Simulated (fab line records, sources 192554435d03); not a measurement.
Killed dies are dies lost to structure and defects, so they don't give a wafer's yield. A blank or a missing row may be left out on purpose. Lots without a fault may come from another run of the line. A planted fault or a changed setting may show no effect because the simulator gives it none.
Which tool did it? | flow n5_finfet | 11 lots, 32 wafers sampled, at 4 steps of a route of 1938

WHAT THE GAUGES READ, wafer by wafer
N5_BEOL_M5_CD_MEAS_28: target cd 30.6 nm, target cd y 20 nm. Usual: cd_nm 30.60 nm, standard deviation 0.25.
lot  | measured     | on        | cd_nm (nm)        | flag
L875 | day 9 21:53  | cd_sem-03 | 30.91 30.97 30.72 |
L877 | day 10 14:19 | cd_sem-01 | 30.38 30.59 30.14 |
L878 | day 11 03:21 | cd_sem-02 | 30.24 30.78 30.33 |
L879 | day 11 09:21 | cd_sem-02 | 30.72 30.63 30.71 |
L881 | day 12 01:40 | cd_sem-02 | 30.68 31.01 30.55 |
L885 | day 12 17:57 | cd_sem-01 | 30.78 30.59 30.68 |
L884 | day 12 18:02 | cd_sem-01 | 30.47 30.63 30.66 |
L888 | day 13 06:13 | cd_sem-02 | 30.68 30.81 30.13 |
L887 | day 13 23:43 | cd_sem-02 | 30.60 30.54 31.04 |
L892 | day 14 22:06 | cd_sem-03 | 30.77 30.70       |
L898 | day 15 20:11 | cd_sem-01 | 30.72 31.19 30.80 |

N5_BEOL_M5_OVL_MEAS_29. Usual: V4_OVL -0.3 nm, standard deviation 0.64.
lot  | measured     | on         | V4_OVL (nm)    | flag
L875 | day 9 21:55  | overlay-02 | -0.7 0.1 -1.2  |
L877 | day 10 14:20 | overlay-02 | -0.2 -0.7 -0.4 |
L878 | day 11 03:23 | overlay-01 | -0.5 -0.8 -0.6 |
L879 | day 11 09:23 | overlay-01 | -1.3 -1.5 -0.2 |
L881 | day 12 01:42 | overlay-02 | 0.4 0.6 0.4    |
L885 | day 12 17:59 | overlay-01 | 0.8 0.5 0.2    |
L884 | day 12 18:04 | overlay-01 | -0.1 0.0 0.1   |
L888 | day 13 06:15 | overlay-01 | -0.4 -0.1 1.1  |
L887 | day 13 23:44 | overlay-01 | -0.1 0.5 -0.4  |
L892 | day 14 22:08 | overlay-02 | 0.1 -0.7       |
L898 | day 15 20:14 | overlay-01 | 0.3 0.3 0.5    |

N5_BEOL_M5_OCD_MEAS_38. Usual: trench_depth_nm 71.7 nm, standard deviation 1.3.
lot  | measured     | on     | trench_depth_nm (nm) | flag
L875 | day 9 22:26  | ocd-01 | 72.5 70.4 71.4       |
L877 | day 10 14:51 | ocd-01 | 68.7 72.1 71.0       |
L878 | day 11 03:54 | ocd-01 | 68.0 70.6 72.1       |
L879 | day 11 09:53 | ocd-01 | 72.4 73.9 74.1       |
L881 | day 12 02:14 | ocd-01 | 70.7 72.8 70.5       |
L885 | day 12 18:41 | ocd-02 | 72.0 72.1 72.2       |
L884 | day 12 19:06 | ocd-02 | 70.4 69.7 71.6       |
L888 | day 13 06:56 | ocd-02 | 71.2 71.9 72.0       |
L887 | day 14 00:34 | ocd-01 | 70.4 71.7 69.8       |
L892 | day 14 22:59 | ocd-01 | 72.4 72.1            |
L898 | day 15 20:56 | ocd-01 | 70.3 69.9 69.1       |

WHICH TOOL RAN EACH LOT (tool, then ch and the chambers of the sampled wafers, then the start)
lot  | N5_BEOL_M5_ETCH_41
L875 | rie_diel-05 ch 0,2,3, day 9 22:19
L877 | rie_diel-05 ch 1,2, day 10 14:44
L878 | rie_diel-05 ch 0,1,3, day 11 03:47
L879 | rie_diel-02 ch 0,1,3, day 11 09:46
L881 | rie_diel-05 ch 2,3, day 12 02:06
L885 | rie_diel-02 ch 1,2,3, day 12 18:34
L884 | rie_diel-06 ch 1,2,3, day 12 18:59
L888 | rie_diel-02 ch 1,2, day 13 06:48
L887 | rie_diel-05 ch 1,3, day 14 00:26
L892 | rie_diel-02 ch 0,1, day 14 22:51
L898 | rie_diel-06 ch 2, day 15 20:45
- N5_BEOL_M5_ETCH_41: etches SiCN in CH3F/O2, target depth 31.5 nm, time 56.7 s.

WHAT THE TOOLS THEMSELVES READ (means of the sampled wafers that have a number; where no wafer has one, the mark that the record gives instead)
N5_BEOL_M5_ETCH_41. Usual: bias_w 74.96 W, standard deviation 0.21; chamber_pressure_mTorr 30.001 mTorr, standard deviation 0.029; drypump_motor_current_A 5.7 A, standard deviation 0.48; oes_product_au 0.81 a.u., standard deviation 0.088; rf_vpp_V 297.2 V, standard deviation 1.7; showerhead_plenum_p_Torr 2.00 Torr, standard deviation 0.075; throttle_valve_pct 16.37 %, standard deviation 0.28.
lot  | tool        | bias_w (W) | chamber_pressure_mTorr (mTorr) | drypump_motor_current_A (A) | oes_product_au (a.u.) | rf_vpp_V (V) | showerhead_plenum_p_Torr (Torr) | throttle_valve_pct (%) | flag
L875 | rie_diel-05 | 74.98      | 29.993                         | 5.7                         | 0.82                  | 297.8        | 2.01                            | 16.35                  |
L877 | rie_diel-05 | 74.78      | 29.977                         | 5.9                         | 0.72                  | 298.8        | 2.07                            | 16.66                  |
L878 | rie_diel-05 | 75.04      | 29.998                         | 5.5                         | 0.77                  | 297.0        | 2.00                            | 16.26                  |
L879 | rie_diel-02 | 75.04      | 30.029                         | 6.0                         | 0.89                  | 298.8        | 2.06                            | 16.13                  |
L881 | rie_diel-05 | 74.86      | 30.029                         | 5.4                         | 0.71                  | 297.8        | 2.01                            | 16.36                  |
L885 | rie_diel-02 | 74.97      | 30.014                         | 5.7                         | 0.83                  | 297.1        | 2.02                            | 16.38                  |
L884 | rie_diel-06 | 75.00      | 30.005                         | 6.2                         | 0.76                  | 296.6        | 1.97                            | 16.59                  |
L888 | rie_diel-02 | 74.77      | 30.002                         | 5.7                         | 0.79                  | 296.0        | 1.98                            | 16.32                  |
L887 | rie_diel-05 | 74.87      | 29.987                         | 5.3                         | 0.78                  | 296.5        | 2.00                            | 16.11                  |
L892 | rie_diel-02 | 74.68      | 29.999                         | 6.3                         | 1.02                  | 298.5        | 2.08                            | 15.97                  |
L898 | rie_diel-06 | 75.10      | 29.967                         | 6.1                         | 0.84                  | 298.3        | 2.02                            | 16.44                  |

THE ANSWER, worked out from the rows above alone
Rule: a lot is off if the mean of its wafers that have a number lies more than 3 standard deviations from the usual mean. A lot without any number at a reading at which 4 lots or more have one is off too. The other lots that the step has rows for count as sound. The gauges are gone through in route order, then the tools' own readings, and for those a lot's mean is taken as printed above. The first step at which some lot is off is used, and at that step the reading that is off furthest; a lot without a number counts as furthest.
No lot is off at any reading shown: from this, nothing can be told.

WHAT THE SIMULATOR HAD PUT IN
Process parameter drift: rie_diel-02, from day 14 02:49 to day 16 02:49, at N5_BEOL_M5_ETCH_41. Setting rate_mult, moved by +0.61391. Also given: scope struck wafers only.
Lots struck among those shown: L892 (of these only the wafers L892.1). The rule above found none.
